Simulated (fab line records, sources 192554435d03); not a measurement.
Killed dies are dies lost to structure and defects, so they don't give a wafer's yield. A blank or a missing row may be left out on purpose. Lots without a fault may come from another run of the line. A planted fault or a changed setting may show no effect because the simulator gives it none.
Which tool did it? | flow n5_finfet | 24 lots, 72 wafers sampled, at 6 steps of a route of 1938

WHAT THE GAUGES READ, wafer by wafer
N5_BEOL_M12_CD_MEAS_10: target cd 140 nm. Usual: cd_nm 139.8 nm, standard deviation 1.3.
lot  | measured     | on        | cd_nm (nm)        | flag
L074 | day 10 02:36 | cd_sem-03 | 140.0 140.1 140.3 |
L075 | day 10 22:10 | cd_sem-01 | 140.4 141.1 140.5 |
L077 | day 10 23:28 | cd_sem-02 | 140.2 138.2 136.3 |
L078 | day 11 00:25 | cd_sem-02 | 139.5 140.3 141.5 |
L076 | day 11 01:00 | cd_sem-01 | 138.7 139.3 139.3 |
L079 | day 11 15:52 | cd_sem-02 | 141.6 142.3 140.7 |
L080 | day 11 23:26 | cd_sem-03 | 138.9 141.9 141.0 |
L082 | day 12 02:56 | cd_sem-03 | 139.5 140.2 139.5 |
L081 | day 12 09:51 | cd_sem-03 | 141.4 139.5 140.4 |
L083 | day 12 13:19 | cd_sem-01 | 138.0 139.1 138.8 |
L085 | day 13 01:55 | cd_sem-01 | 140.3 140.8 139.6 |
L084 | day 13 02:18 | cd_sem-02 | 139.8 140.5 141.3 |
L087 | day 13 15:36 | cd_sem-02 | 137.3 138.9 138.3 |
L086 | day 13 20:50 | cd_sem-03 | 139.7 137.9 138.9 |
L089 | day 13 22:49 | cd_sem-02 | 138.2 139.4 137.7 |
L090 | day 13 23:13 | cd_sem-02 | 140.4 140.0 140.2 |
L088 | day 14 03:35 | cd_sem-02 | 139.9 140.8 140.0 |
L091 | day 14 20:38 | cd_sem-02 | 139.9 141.6 138.4 |
L092 | day 15 00:25 | cd_sem-01 | 138.7 139.7 138.8 |
L094 | day 15 03:29 | cd_sem-01 | 139.1 138.0 138.1 |
L093 | day 15 07:38 | cd_sem-03 | 139.8 141.8 140.6 |
L095 | day 15 12:28 | cd_sem-02 | 139.8 140.8 139.0 |
L096 | day 15 17:49 | cd_sem-02 | 141.9 139.9 139.9 |
L097 | day 16 13:28 | cd_sem-02 | 140.1 141.1 138.6 |

N5_BEOL_M13_CD_MEAS_10: target cd 190 nm. Usual: cd_nm 190.2 nm, standard deviation 1.2.
lot  | measured     | on        | cd_nm (nm)        | flag
L074 | day 10 09:10 | cd_sem-01 | 191.2 191.3 192.1 |
L075 | day 11 03:41 | cd_sem-03 | 189.9 190.1 189.6 |
L077 | day 11 04:23 | cd_sem-01 | 189.2 189.1 189.5 |
L078 | day 11 04:32 | cd_sem-02 | 188.7 188.4 189.2 |
L076 | day 11 06:54 | cd_sem-03 | 190.0 190.1 189.6 |
L079 | day 11 20:03 | cd_sem-01 | 191.7 189.9 191.3 |
L080 | day 12 06:03 | cd_sem-02 | 189.8 189.1 189.4 |
L082 | day 12 08:26 | cd_sem-02 | 188.7 190.3 189.0 |
L081 | day 12 13:52 | cd_sem-03 | 189.3 188.6 188.9 |
L083 | day 12 18:57 | cd_sem-02 | 189.6 188.9 190.0 |
L085 | day 13 11:06 | cd_sem-03 | 189.7 190.7 189.6 |
L084 | day 13 11:57 | cd_sem-02 | 188.5 188.3 188.1 |
L087 | day 13 19:54 | cd_sem-03 | 190.9 190.2 190.3 |
L086 | day 14 02:41 | cd_sem-02 | 188.4 188.1 188.5 |
L089 | day 14 03:08 | cd_sem-01 | 190.0 189.0 189.9 |
L090 | day 14 03:44 | cd_sem-01 | 189.3 189.3 190.4 |
L088 | day 14 07:48 | cd_sem-01 | 189.1 189.4 189.1 |
L091 | day 15 00:47 | cd_sem-01 | 191.4 192.8 192.2 |
L092 | day 15 04:46 | cd_sem-02 | 191.2 189.6 191.2 |
L094 | day 15 08:32 | cd_sem-03 | 192.0 192.1 192.1 |
L093 | day 15 18:29 | cd_sem-01 | 192.3 193.3 191.7 |
L095 | day 15 19:01 | cd_sem-03 | 190.4 190.9 189.4 |
L096 | day 15 22:13 | cd_sem-01 | 191.2 190.9 191.7 |
L097 | day 16 18:46 | cd_sem-01 | 191.6 191.0 192.1 |

WHICH TOOL RAN EACH LOT (tool, then ch and the chambers of the sampled wafers, then the start)
lot  | N5_BEOL_M11_ALD_74                  | N5_BEOL_M11_SURFACE_TREAT_76 | N5_BEOL_M12_STRIP_64                 | N5_BEOL_M12_DESCUM_33
L074 | ald_metal-04 ch 1,2,3, day 10 00:20 | pvd_sputter-03, day 10 00:40 | plasma_asher-01 ch 0,1, day 10 03:38 | rie_diel-05 ch 0,3, day 10 04:18
L075 | ald_metal-04 ch 0,1,3, day 10 17:40 | pvd_sputter-02, day 10 18:05 | plasma_asher-01 ch 0,1, day 10 22:36 | rie_diel-01 ch 2,3, day 10 23:10
L077 | ald_metal-04 ch 1,2,3, day 10 20:53 | pvd_sputter-02, day 10 21:19 | plasma_asher-01 ch 0,1, day 10 23:53 | rie_diel-01 ch 1,3, day 11 00:37
L078 | ald_metal-01 ch 1,3, day 10 21:20   | pvd_sputter-03, day 10 21:57 | plasma_asher-02 ch 0,1, day 11 00:52 | rie_diel-01 ch 1,3, day 11 01:32
L076 | ald_metal-02 ch 0,1,3, day 10 22:08 | pvd_sputter-01, day 10 22:30 | plasma_asher-02 ch 0,1, day 11 01:32 | rie_diel-01 ch 0,1,3, day 11 02:23
L079 | ald_metal-02 ch 0,3, day 11 13:29   | pvd_sputter-03, day 11 13:50 | plasma_asher-01 ch 0,1, day 11 16:20 | rie_diel-01 ch 0,1, day 11 17:02
L080 | ald_metal-01 ch 0,2, day 11 21:22   | pvd_sputter-03, day 11 21:41 | plasma_asher-01 ch 0,1, day 11 23:52 | rie_diel-01 ch 0,1, day 12 00:38
L082 | ald_metal-04 ch 1,2,3, day 11 21:46 | pvd_sputter-03, day 11 22:10 | plasma_asher-01 ch 0,1, day 12 03:22 | rie_diel-05 ch 0,2, day 12 04:04
L081 | ald_metal-04 ch 1,2,3, day 12 07:34 | pvd_sputter-02, day 12 07:53 | plasma_asher-01 ch 0,1, day 12 10:17 | rie_diel-04 ch 0,3, day 12 10:59
L083 | ald_metal-02 ch 2,3, day 12 10:59   | pvd_sputter-03, day 12 11:16 | plasma_asher-02 ch 0,1, day 12 13:46 | rie_diel-05 ch 2,3, day 12 14:29
L085 | ald_metal-04 ch 0,2,3, day 12 23:45 | pvd_sputter-01, day 13 00:03 | plasma_asher-02 ch 1, day 13 02:21   | rie_diel-04 ch 1,2, day 13 03:07
L084 | ald_metal-01 ch 0,3, day 13 00:02   | pvd_sputter-01, day 13 00:28 | plasma_asher-02 ch 0,1, day 13 02:58 | rie_diel-05 ch 1,3, day 13 03:40
L087 | ald_metal-02 ch 0,1, day 13 13:19   | pvd_sputter-03, day 13 13:39 | plasma_asher-01 ch 0,1, day 13 16:05 | rie_diel-01 ch 1,2, day 13 16:49
L086 | ald_metal-02 ch 0,2,3, day 13 18:02 | pvd_sputter-03, day 13 18:29 | plasma_asher-01 ch 0,1, day 13 21:27 | rie_diel-01 ch 2,3, day 13 22:07
L089 | ald_metal-02 ch 0,2,3, day 13 20:49 | pvd_sputter-03, day 13 21:07 | plasma_asher-01 ch 0,1, day 13 23:15 | rie_diel-04 ch 1,2,3, day 14 00:04
L090 | ald_metal-02 ch 0,1,2, day 13 21:04 | pvd_sputter-02, day 13 21:23 | plasma_asher-01 ch 0, day 13 23:38   | rie_diel-01 ch 0,1,2, day 14 00:29
L088 | ald_metal-01 ch 2,3, day 14 01:08   | pvd_sputter-01, day 14 01:28 | plasma_asher-02 ch 0,1, day 14 04:01 | rie_diel-04 ch 1,2,3, day 14 04:35
L091 | ald_metal-02 ch 0,1,3, day 14 17:29 | pvd_sputter-03, day 14 17:47 | plasma_asher-02 ch 0,1, day 14 21:05 | rie_diel-04 ch 0,2, day 14 21:39
L092 | ald_metal-04 ch 2,3, day 14 21:09   | pvd_sputter-01, day 14 22:34 | plasma_asher-01 ch 0,1, day 15 00:52 | rie_diel-01 ch 1,3, day 15 01:25
L094 | ald_metal-02 ch 0,1,3, day 15 00:10 | pvd_sputter-03, day 15 01:47 | plasma_asher-02 ch 0,1, day 15 03:55 | rie_diel-04 ch 0,2,3, day 15 04:29
L093 | ald_metal-02 ch 0,3, day 15 04:05   | pvd_sputter-02, day 15 05:22 | plasma_asher-01 ch 0,1, day 15 08:17 | rie_diel-04 ch 0,2,3, day 15 09:59
L095 | ald_metal-02 ch 2,3, day 15 10:14   | pvd_sputter-01, day 15 10:32 | plasma_asher-02 ch 0, day 15 12:53   | rie_diel-05 ch 0,1, day 15 13:27
L096 | ald_metal-01 ch 0,1,2, day 15 15:22 | pvd_sputter-02, day 15 15:41 | plasma_asher-02 ch 0,1, day 15 18:19 | rie_diel-05 ch 0,1,2, day 15 18:53
L097 | ald_metal-04 ch 0,1,2, day 16 09:59 | pvd_sputter-01, day 16 10:22 | plasma_asher-01 ch 0,1, day 16 13:54 | rie_diel-04 ch 1,2,3, day 16 14:40
- N5_BEOL_M11_ALD_74: deposits TaN, target thk 2 nm, pulse time 2 s, purge time 3 s.
- N5_BEOL_M11_SURFACE_TREAT_76
- N5_BEOL_M12_STRIP_64: strips in N2/H2.
- N5_BEOL_M12_DESCUM_33: chemistry O2, time 7.9 s.

WHAT THE TOOLS THEMSELVES READ (means of the sampled wafers that have a number; where no wafer has one, the mark that the record gives instead)
N5_BEOL_M11_ALD_74. Usual: heater_power_w 409 W, standard deviation 50.
lot  | tool         | heater_power_w (W) | flag
L074 | ald_metal-04 | 407                |
L075 | ald_metal-04 | 424                |
L077 | ald_metal-04 | 402                |
L078 | ald_metal-01 | 427                |
L076 | ald_metal-02 | 434                |
L079 | ald_metal-02 | 456                |
L080 | ald_metal-01 | 401                |
L082 | ald_metal-04 | 403                |
L081 | ald_metal-04 | 406                |
L083 | ald_metal-02 | 369                |
L085 | ald_metal-04 | 433                |
L084 | ald_metal-01 | 403                |
L087 | ald_metal-02 | 399                |
L086 | ald_metal-02 | 409                |
L089 | ald_metal-02 | 409                |
L090 | ald_metal-02 | 377                |
L088 | ald_metal-01 | 420                |
L091 | ald_metal-02 | 431                |
L092 | ald_metal-04 | 432                |
L094 | ald_metal-02 | 433                |
L093 | ald_metal-02 | 462                |
L095 | ald_metal-02 | 367                |
L096 | ald_metal-01 | 363                |
L097 | ald_metal-04 | 406                |

N5_BEOL_M12_STRIP_64. Usual: drypump_motor_current_A 6.08 A, standard deviation 0.3; heater_power_w 313 W, standard deviation 17; oes_product_au 0.715 a.u., standard deviation 0.0044; strip_time_to_endpoint_s 31.31 s, standard deviation 0.07.
lot  | tool            | drypump_motor_current_A (A) | heater_power_w (W) | oes_product_au (a.u.) | strip_time_to_endpoint_s (s) | flag
L074 | plasma_asher-01 | 5.86                        | 300                | 0.717                 | 31.32                        |
L075 | plasma_asher-01 | 5.80                        | 306                | 0.719                 | 31.32                        |
L077 | plasma_asher-01 | 5.79                        | 305                | 0.715                 | 31.20                        |
L078 | plasma_asher-02 | 6.45                        | 321                | 0.714                 | 31.35                        |
L076 | plasma_asher-02 | 6.45                        | 325                | 0.714                 | 31.36                        |
L079 | plasma_asher-01 | 5.85                        | 297                | 0.716                 | 31.37                        |
L080 | plasma_asher-01 | 5.85                        | 293                | 0.710                 | 31.38                        |
L082 | plasma_asher-01 | 5.80                        | 305                | 0.714                 | 31.23                        |
L081 | plasma_asher-01 | 5.84                        | 300                | 0.716                 | 31.25                        |
L083 | plasma_asher-02 | 6.42                        | 325                | 0.717                 | 31.34                        |
L085 | plasma_asher-02 | 6.48                        | 322                | 0.715                 | 31.30                        |
L084 | plasma_asher-02 | 6.45                        | 333                | 0.715                 | 31.37                        |
L087 | plasma_asher-01 | 5.83                        | 307                | 0.715                 | 31.33                        |
L086 | plasma_asher-01 | 5.80                        | 306                | 0.709                 | 31.18                        |
L089 | plasma_asher-01 | 5.85                        | 298                | 0.719                 | 31.30                        |
L090 | plasma_asher-01 | 5.74                        | 318                | 0.716                 | 31.28                        |
L088 | plasma_asher-02 | 6.42                        | 326                | 0.714                 | 31.35                        |
L091 | plasma_asher-02 | 6.44                        | 325                | 0.715                 | 31.36                        |
L092 | plasma_asher-01 | 5.86                        | 295                | 0.718                 | 31.26                        |
L094 | plasma_asher-02 | 6.45                        | 323                | 0.714                 | 31.32                        |
L093 | plasma_asher-01 | 5.82                        | 305                | 0.714                 | 31.21                        |
L095 | plasma_asher-02 | 6.38                        | 333                | 0.719                 | 31.32                        |
L096 | plasma_asher-02 | 6.41                        | 330                | 0.713                 | 31.31                        |
L097 | plasma_asher-01 | 5.86                        | 304                | 0.715                 | 31.28                        |

N5_BEOL_M12_DESCUM_33. Usual: drypump_motor_current_A 6.0 A, standard deviation 0.53; o2_flow_sccm 225.0 sccm, standard deviation 0.68; oes_product_au 0.81 a.u., standard deviation 0.085; rf_vpp_V 243.5 V, standard deviation 1.2; showerhead_plenum_p_Torr 2.12 Torr, standard deviation 0.065; throttle_valve_pct 20.4 %, standard deviation 0.32.
lot  | tool        | drypump_motor_current_A (A) | o2_flow_sccm (sccm) | oes_product_au (a.u.) | rf_vpp_V (V) | showerhead_plenum_p_Torr (Torr) | throttle_valve_pct (%) | flag
L074 | rie_diel-05 | 5.5                         | 225.5               | 0.78                  | 243.5        | 2.13                            | 20.5                   |
L075 | rie_diel-01 | 6.1                         | 224.7               | 0.69                  | 242.7        | 2.05                            | 20.5                   |
L077 | rie_diel-01 | 5.6                         | 225.0               | 0.75                  | 242.9        | 2.03                            | 20.6                   |
L078 | rie_diel-01 | 5.6                         | 225.0               | 0.75                  | 241.2        | 2.03                            | 20.6                   |
L076 | rie_diel-01 | 5.7                         | 224.1               | 0.79                  | 243.4        | 2.08                            | 20.7                   |
L079 | rie_diel-01 | 6.2                         | 225.0               | 0.83                  | 244.1        | 2.12                            | 20.8                   |
L080 | rie_diel-01 | 6.2                         | 224.4               | 0.84                  | 243.6        | 2.12                            | 20.8                   |
L082 | rie_diel-05 | 5.9                         | 225.0               | 0.78                  | 242.2        | 2.03                            | 20.4                   |
L081 | rie_diel-04 | 6.0                         | 224.3               | 0.79                  | 245.1        | 2.18                            | 20.1                   |
L083 | rie_diel-05 | 6.2                         | 225.2               | 0.73                  | 243.4        | 2.12                            | 20.5                   |
L085 | rie_diel-04 | 5.7                         | 225.7               | 0.82                  | 243.4        | 2.11                            | 20.2                   |
L084 | rie_diel-05 | 6.0                         | 225.1               | 0.84                  | 244.0        | 2.15                            | 20.3                   |
L087 | rie_diel-01 | 6.6                         | 224.6               | 0.77                  | 243.5        | 2.10                            | 20.7                   |
L086 | rie_diel-01 | 5.6                         | 224.8               | 0.88                  | 244.5        | 2.18                            | 20.2                   |
L089 | rie_diel-04 | 5.7                         | 225.5               | 0.75                  | 243.2        | 2.12                            | 20.3                   |
L090 | rie_diel-01 | 6.2                         | 225.5               | 0.77                  | 243.8        | 2.10                            | 20.7                   |
L088 | rie_diel-04 | 5.7                         | 225.0               | 0.76                  | 244.5        | 2.12                            | 20.3                   |
L091 | rie_diel-04 | 6.0                         | 223.8               | 0.86                  | 243.9        | 2.16                            | 20.0                   |
L092 | rie_diel-01 | 6.1                         | 224.9               | 0.85                  | 244.0        | 2.16                            | 20.6                   |
L094 | rie_diel-04 | 6.0                         | 224.5               | 0.90                  | 243.9        | 2.17                            | 19.9                   |
L093 | rie_diel-04 | 6.0                         | 224.6               | 0.90                  | 244.2        | 2.16                            | 20.0                   |
L095 | rie_diel-05 | 6.0                         | 225.5               | 0.83                  | 242.7        | 2.09                            | 20.2                   |
L096 | rie_diel-05 | 6.1                         | 224.9               | 0.78                  | 243.4        | 2.07                            | 20.3                   |
L097 | rie_diel-04 | 5.7                         | 224.5               | 0.82                  | 243.1        | 2.11                            | 20.2                   |

THE ANSWER, worked out from the rows above alone
Rule: a lot is off if the mean of its wafers that have a number lies more than 3 standard deviations from the usual mean. A lot without any number at a reading at which 4 lots or more have one is off too. The other lots that the step has rows for count as sound. The gauges are gone through in route order, then the tools' own readings, and for those a lot's mean is taken as printed above. The first step at which some lot is off is used, and at that step the reading that is off furthest; a lot without a number counts as furthest.
No lot is off at any reading shown: from this, nothing can be told.

WHAT THE SIMULATOR HAD PUT IN
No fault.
